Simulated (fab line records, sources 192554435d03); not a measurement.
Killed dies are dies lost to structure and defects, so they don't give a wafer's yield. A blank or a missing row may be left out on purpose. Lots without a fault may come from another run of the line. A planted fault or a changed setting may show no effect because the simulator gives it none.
Which tool did it? | flow n5_finfet | 9 lots, 27 wafers sampled, at 6 steps of a route of 1938

WHAT THE GAUGES READ, wafer by wafer
N5_BEOL_M4_RC_MEAS_101. Usual: DIBL_N 36.3 mV/V, standard deviation 1.7; DIBL_P 36.3 mV/V, standard deviation 2.2; IOFF_N 0.16 nA/um, standard deviation 0.034; IOFF_P 0.21 nA/um, standard deviation 0.038; ION_N 673 uA/um, standard deviation 13; ION_P 461 uA/um, standard deviation 8.3; SS_N 71.5 mV/dec, standard deviation 0.55; SS_P 73.3 mV/dec, standard deviation 0.67; VT_N 250 mV, standard deviation 3.4; VT_P -251 mV, standard deviation 3.5.
lot  | measured     | on        | DIBL_N (mV/V)  | DIBL_P (mV/V)  | IOFF_N (nA/um) | IOFF_P (nA/um) | ION_N (uA/um) | ION_P (uA/um) | SS_N (mV/dec)  | SS_P (mV/dec)  | VT_N (mV)   | VT_P (mV)      | flag
L311 | day 7 16:28  | prober-02 | 35.6 34.8 33.3 | 36.5 34.9 33.0 | 0.16 0.14 0.12 | 0.20 0.18 0.16 | 665 658 651   | 456 449 456   | 71.5 71.5 70.5 | 73.2 73.5 72.3 | 252 253 257 | -252 -255 -254 |
L324 | day 11 09:02 | prober-02 | 39.4 35.9 33.9 | 38.7 34.5 32.6 | 0.20 0.12 0.11 | 0.26 0.18 0.16 | 680 663 659   | 463 458 456   | 71.7 71.2 70.3 | 74.4 73.0 72.3 | 248 254 255 | -246 -251 -250 |
L325 | day 12 02:27 | prober-01 | 38.7 38.9 36.7 | 38.5 40.0 36.8 | 0.21 0.22 0.17 | 0.23 0.26 0.20 | 690 701 681   | 466 469 461   | 72.0 71.7 71.6 | 74.1 74.2 74.4 | 246 245 247 | -253 -249 -254 |
L328 | day 12 18:25 | prober-01 | 40.0 38.8 34.9 | 38.9 37.3 32.8 | 0.20 0.17 0.11 | 0.23 0.22 0.15 | 678 676 665   | 457 460 459   | 72.0 71.3 71.3 | 73.2 72.8 72.4 | 246 250 256 | -253 -252 -259 |
L330 | day 12 23:26 | prober-02 | 39.4 35.8 37.2 | 39.6 34.8 37.5 | 0.22 0.13 0.18 | 0.27 0.18 0.23 | 699 669 688   | 475 462 471   | 71.7 71.5 71.2 | 73.7 72.2 74.1 | 244 255 248 | -247 -251 -250 |
L331 | day 13 02:16 | prober-01 | 35.2 39.5 39.0 | 35.0 41.1 38.8 | 0.12 0.22 0.19 | 0.20 0.32 0.28 | 673 702 686   | 474 489 479   | 71.0 71.9 71.5 | 72.3 74.4 73.7 | 252 244 246 | -250 -243 -244 |
L332 | day 13 05:31 | prober-02 | 36.2 34.7 35.2 | 34.5 33.2 33.5 | 0.15 0.13 0.14 | 0.20 0.17 0.18 | 660 667 661   | 455 455 450   | 72.0 70.9 71.3 | 73.7 73.3 73.4 | 249 250 251 | -250 -255 -251 |

WHICH TOOL RAN EACH LOT (tool, then ch and the chambers of the sampled wafers, then the start)
lot  | N5_BEOL_M0_ETCH_109                | N5_BEOL_M0_ALD_136                  | N5_BEOL_M0_SPUTTER_116       | N5_BEOL_M0_ANNEAL_117        | N5_BEOL_M0_CMP_120
L311 | rie_diel-03 ch 0,2, day 6 01:08    | ald_metal-04 ch 0,1,3, day 6 01:43  | pvd_sputter-03, day 6 02:22  | pvd_sputter-03, day 6 02:27  | cmp-02 ch 0,3, day 6 03:14
L314 | rie_diel-05 ch 1,2,3, day 6 23:28  | ald_metal-02 ch 0,2,3, day 7 00:22  | pvd_sputter-02, day 7 00:56  | pvd_sputter-02, day 7 01:01  | cmp-03 ch 0,1,3, day 7 01:55
L315 | rie_diel-04 ch 1,2,3, day 7 04:39  | ald_metal-04 ch 1,2,3, day 7 05:50  | pvd_sputter-02, day 7 06:36  | pvd_sputter-02, day 7 06:41  | cmp-01 ch 2,3, day 7 07:28
L324 | rie_diel-03 ch 0,2,3, day 9 05:56  | ald_metal-02 ch 0,1,2, day 9 06:22  | pvd_sputter-01, day 9 07:58  | pvd_sputter-01, day 9 08:03  | cmp-01 ch 0,2,3, day 9 08:52
L325 | rie_diel-04 ch 1,3, day 9 13:08    | ald_metal-02 ch 0,2,3, day 9 14:46  | pvd_sputter-02, day 9 15:11  | pvd_sputter-02, day 9 15:16  | cmp-02 ch 1,2,3, day 9 16:05
L328 | rie_diel-03 ch 0,1,2, day 10 11:52 | ald_metal-02 ch 0,2,3, day 10 14:08 | pvd_sputter-02, day 10 14:41 | pvd_sputter-02, day 10 14:46 | cmp-02 ch 0,1,3, day 10 15:34
L330 | rie_diel-03 ch 2,3, day 10 17:49   | ald_metal-04 ch 2,3, day 10 18:47   | pvd_sputter-02, day 10 20:58 | pvd_sputter-02, day 10 21:02 | cmp-01 ch 0,3, day 10 21:52
L331 | rie_diel-03 ch 0,1,3, day 11 02:40 | ald_metal-04 ch 0,1, day 11 04:32   | pvd_sputter-01, day 11 05:08 | pvd_sputter-01, day 11 05:13 | cmp-03 ch 0,1,2, day 11 06:14
L332 | rie_diel-05 ch 0,3, day 11 05:52   | ald_metal-02 ch 0,1, day 11 06:25   | pvd_sputter-03, day 11 08:12 | pvd_sputter-03, day 11 08:17 | cmp-02 ch 0,1, day 11 09:04
- N5_BEOL_M0_ETCH_109: etches SiCN in CH3F/O2, target depth 8 nm, overetch 2.4 nm, time 27.4 s.
- N5_BEOL_M0_ALD_136: deposits TaN, pulse time 2 s, purge time 3 s, co reactant purge time 2 s.
- N5_BEOL_M0_SPUTTER_116: material Cu, target thk 4 nm, time 7.37 s.
- N5_BEOL_M0_ANNEAL_117: time 60 s.
- N5_BEOL_M0_CMP_120: polishes, stops on SiOC, t overpolish 6.9 s.

WHAT THE TOOLS THEMSELVES READ (means of the sampled wafers that have a number; where no wafer has one, the mark that the record gives instead)
N5_BEOL_M0_ETCH_109. Usual: drypump_motor_current_A 5.9 A, standard deviation 0.46; oes_product_au 0.67 a.u., standard deviation 0.076; rf_vpp_V 297.0 V, standard deviation 1.4; showerhead_plenum_p_Torr 1.99 Torr, standard deviation 0.054; throttle_valve_pct 16.32 %, standard deviation 0.2.
lot  | tool        | drypump_motor_current_A (A) | oes_product_au (a.u.) | rf_vpp_V (V) | showerhead_plenum_p_Torr (Torr) | throttle_valve_pct (%) | flag
L311 | rie_diel-03 | 6.3                         | 0.76                  | 296.5        | 1.97                            | 16.13                  |
L314 | rie_diel-05 | 5.5                         | 0.71                  | 296.7        | 1.99                            | 16.18                  |
L315 | rie_diel-04 | 6.1                         | 0.65                  | 297.6        | 2.03                            | 16.45                  |
L324 | rie_diel-03 | 6.3                         | 0.67                  | 297.2        | 1.96                            | 16.30                  |
L325 | rie_diel-04 | 6.2                         | 0.70                  | 299.8        | 2.09                            | 16.49                  |
L328 | rie_diel-03 | 5.8                         | 0.67                  | 297.1        | 1.96                            | 16.30                  |
L330 | rie_diel-03 | 6.5                         | 0.67                  | 296.6        | 1.96                            | 16.26                  |
L331 | rie_diel-03 | 5.7                         | 0.62                  | 296.5        | 1.97                            | 16.42                  |
L332 | rie_diel-05 | 5.6                         | 0.63                  | 298.3        | 2.04                            | 16.30                  |

N5_BEOL_M0_ALD_136. Usual: chamber_pressure_Torr 3.000 Torr, standard deviation 0.0073; heater_power_w 423 W, standard deviation 29; precursor_vessel_carrier_sccm 999.7 sccm, standard deviation 2.9.
lot  | tool         | chamber_pressure_Torr (Torr) | heater_power_w (W) | precursor_vessel_carrier_sccm (sccm) | flag
L311 | ald_metal-04 | 3.003                        | 407                | 1001.9                               |
L314 | ald_metal-02 | -                            | -                  | -                                    | OFF
L315 | ald_metal-04 | -                            | -                  | -                                    | OFF
L324 | ald_metal-02 | 3.006                        | 412                | 999.3                                |
L325 | ald_metal-02 | 3.001                        | 438                | 998.7                                |
L328 | ald_metal-02 | 3.003                        | 435                | 996.8                                |
L330 | ald_metal-04 | 3.004                        | 441                | 998.0                                |
L331 | ald_metal-04 | 3.006                        | 380                | 999.4                                |
L332 | ald_metal-02 | 2.998                        | 388                | 999.7                                |

N5_BEOL_M0_SPUTTER_116. Usual: substrate_temp_c -20.02 C, standard deviation 0.097; throttle_valve_pct 30.0 %, standard deviation 1.1.
lot  | tool           | substrate_temp_c (C) | throttle_valve_pct (%) | flag
L311 | pvd_sputter-03 | -20.03               | 30.3                   |
L314 | pvd_sputter-02 | -20.05               | 29.4                   |
L315 | pvd_sputter-02 | -19.97               | 29.4                   |
L324 | pvd_sputter-01 | -20.11               | 30.5                   |
L325 | pvd_sputter-02 | -20.04               | 30.2                   |
L328 | pvd_sputter-02 | -20.00               | 29.5                   |
L330 | pvd_sputter-02 | -20.03               | 30.1                   |
L331 | pvd_sputter-01 | -20.06               | 30.8                   |
L332 | pvd_sputter-03 | -20.07               | 30.4                   |

N5_BEOL_M0_ANNEAL_117. Usual: heater_power_w 800 W, standard deviation 62.
lot  | tool           | heater_power_w (W) | flag
L311 | pvd_sputter-03 | 859                |
L314 | pvd_sputter-02 | 777                |
L315 | pvd_sputter-02 | 767                |
L324 | pvd_sputter-01 | 812                |
L325 | pvd_sputter-02 | 830                |
L328 | pvd_sputter-02 | 733                |
L330 | pvd_sputter-02 | 822                |
L331 | pvd_sputter-01 | 848                |
L332 | pvd_sputter-03 | 842                |

N5_BEOL_M0_CMP_120. Usual: barrier_field_endpoint_s 3.61 s, standard deviation 0.12; motor_current_A 6.0 A, standard deviation 0.63; slurry_filter_dp_kPa 13.48 kPa, standard deviation 0.15.
lot  | tool   | barrier_field_endpoint_s (s) | motor_current_A (A) | slurry_filter_dp_kPa (kPa) | flag
L311 | cmp-02 | 3.67                         | 6.0                 | 13.55                      |
L314 | cmp-03 | 1.90                         | 6.4                 | 13.45                      | OFF
L315 | cmp-01 | 1.81                         | 5.9                 | 13.49                      | OFF
L324 | cmp-01 | 3.62                         | 6.1                 | 13.40                      |
L325 | cmp-02 | 3.64                         | 5.5                 | 13.43                      |
L328 | cmp-02 | 3.58                         | 5.4                 | 13.52                      |
L330 | cmp-01 | 3.59                         | 6.3                 | 13.40                      |
L331 | cmp-03 | 3.49                         | 6.2                 | 13.33                      |
L332 | cmp-02 | 3.84                         | 5.5                 | 13.53                      |

THE ANSWER, worked out from the rows above alone
Rule: a lot is off if the mean of its wafers that have a number lies more than 3 standard deviations from the usual mean. A lot without any number at a reading at which 4 lots or more have one is off too. The other lots that the step has rows for count as sound. The gauges are gone through in route order, then the tools' own readings, and for those a lot's mean is taken as printed above. The first step at which some lot is off is used, and at that step the reading that is off furthest; a lot without a number counts as furthest.
Off: L314, L315, at N5_BEOL_M0_ALD_136 (chamber_pressure_Torr). Without a number there: L314, L315.
A tool fits if, at that step or a process step before it, it ran every lot that is off, and no sound lot after the first of them. None of those tried fits.

WHAT THE SIMULATOR HAD PUT IN
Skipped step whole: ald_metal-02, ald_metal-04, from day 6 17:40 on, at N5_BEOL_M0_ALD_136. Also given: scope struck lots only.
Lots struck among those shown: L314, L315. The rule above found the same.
